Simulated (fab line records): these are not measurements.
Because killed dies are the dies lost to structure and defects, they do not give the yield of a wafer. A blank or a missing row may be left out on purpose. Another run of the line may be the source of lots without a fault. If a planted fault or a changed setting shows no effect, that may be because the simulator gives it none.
Chamber matching + flow n5Finfet + 4 sister chambers for N5_BEOL_M8_ETCH_62 on rieDiel-06
The step etches SOC in N2/H2, target depth 110 nm, overetch 22 nm, time 165 s. 22 wafers are shown with their chamber, then 11 later ones without.

WAFERS PAIRED WITH THEIR CHAMBERS
| wafer  | chamber | throttleValvePct (%) | drypumpMotorCurrentA (A) | showerheadPlenumPTorr (Torr) |
|--------|---------|----------------------|--------------------------|------------------------------|
| L076.1 | 3       | 17.90                | 6.2                      | 2.43                         |
| L076.2 | 2       | 17.30                | 5.9                      | 2.48                         |
| L076.4 | 0       | 17.67                | 5.8                      | 2.48                         |
| L078.3 | 0       | 17.68                | 5.8                      | 2.48                         |
| L078.5 | 3       | 17.90                | 6.2                      | 2.43                         |
| L078.6 | 2       | 17.31                | 5.9                      | 2.48                         |
| L080.3 | 3       | 17.92                | 6.2                      | 2.43                         |
| L080.5 | 2       | 17.31                | 5.9                      | 2.48                         |
| L080.6 | 1       | 18.23                | 6.0                      | 2.54                         |
| L084.2 | 3       | 17.91                | 6.2                      | 2.43                         |
| L084.3 | 2       | 17.32                | 5.9                      | 2.47                         |
| L084.6 | 0       | 17.73                | 5.8                      | 2.48                         |
| L082.1 | 2       | 17.34                | 5.9                      | 2.47                         |
| L082.4 | 2       | 17.33                | 5.9                      | 2.47                         |
| L082.5 | 0       | 17.71                | 5.7                      | 2.48                         |
| L085.1 | 1       | 18.25                | 6.0                      | 2.53                         |
| L085.5 | 1       | 18.23                | 6.0                      | 2.53                         |
| L085.6 | 0       | 17.72                | 5.8                      | 2.48                         |
| L087.1 | 0       | 17.72                | 5.8                      | 2.48                         |
| L087.3 | 2       | 17.33                | 5.9                      | 2.47                         |
| L087.5 | 2       | 17.32                | 5.9                      | 2.47                         |
| L089.1 | 2       | 17.36                | 5.9                      | 2.47                         |

SIGNATURES, as means of the wafers listed above
| reading               | chamber 0 | chamber 1 | chamber 2 | chamber 3 | scatter within a chamber |
|-----------------------|-----------|-----------|-----------|-----------|--------------------------|
| throttleValvePct      | 17.7050   | 18.2367   | 17.3244   | 17.9075   | 0.0184                   |
| drypumpMotorCurrentA  | 5.783     | 6.000     | 5.900     | 6.200     | 0.0215                   |
| showerheadPlenumPTorr | 2.4800    | 2.5333    | 2.4733    | 2.4300    | 0.00385                  |
Rule: for a wafer and a chamber, the distance is found by dividing, reading by reading, the gap between the wafer's reading and the chamber's mean by the reading's scatter, squaring, summing and taking the root. If the next closest chamber is less than 2 further off than the closest, the wafer can't be placed; otherwise it belongs to the closest. The scatter: take each reading less its chamber's mean, square it, sum over the shown wafers, divide by the number of wafers less the number of chambers, and take the root.

WAFERS WITHOUT THEIR CHAMBER
| wafer  | throttleValvePct (%) | drypumpMotorCurrentA (A) | showerheadPlenumPTorr (Torr) |
|--------|----------------------|--------------------------|------------------------------|
| L089.2 | 17.74                | 5.8                      | 2.47                         |
| L089.5 | 18.27                | 6.0                      | 2.53                         |
| L090.3 | 17.96                | 6.2                      | 2.42                         |
| L090.5 | 18.28                | 6.0                      | 2.53                         |
| L090.6 | 17.73                | 5.8                      | 2.47                         |
| L091.2 | 17.35                | 5.9                      | 2.47                         |
| L091.4 | 18.27                | 6.0                      | 2.53                         |
| L091.5 | 17.35                | 5.9                      | 2.47                         |
| L096.3 | 18.00                | 6.2                      | 2.41                         |
| L096.4 | 18.01                | 6.2                      | 2.41                         |
| L096.5 | 17.78                | 5.8                      | 2.46                         |

CHAMBER TAKEN BY EACH
| wafer  | from the rows above | in truth |
|--------|---------------------|----------|
| L089.2 | 0                   | 0        |
| L089.5 | 1                   | 1        |
| L090.3 | 3                   | 3        |
| L090.5 | 1                   | 1        |
| L090.6 | 0                   | 0        |
| L091.2 | 2                   | 2        |
| L091.4 | 1                   | 1        |
| L091.5 | 2                   | 2        |
| L096.3 | 3                   | 3        |
| L096.4 | 3                   | 3        |
| L096.5 | 0                   | 0        |
11 of 11 placed correctly. From these rows, 0 cannot be placed. 0 placed wrongly.
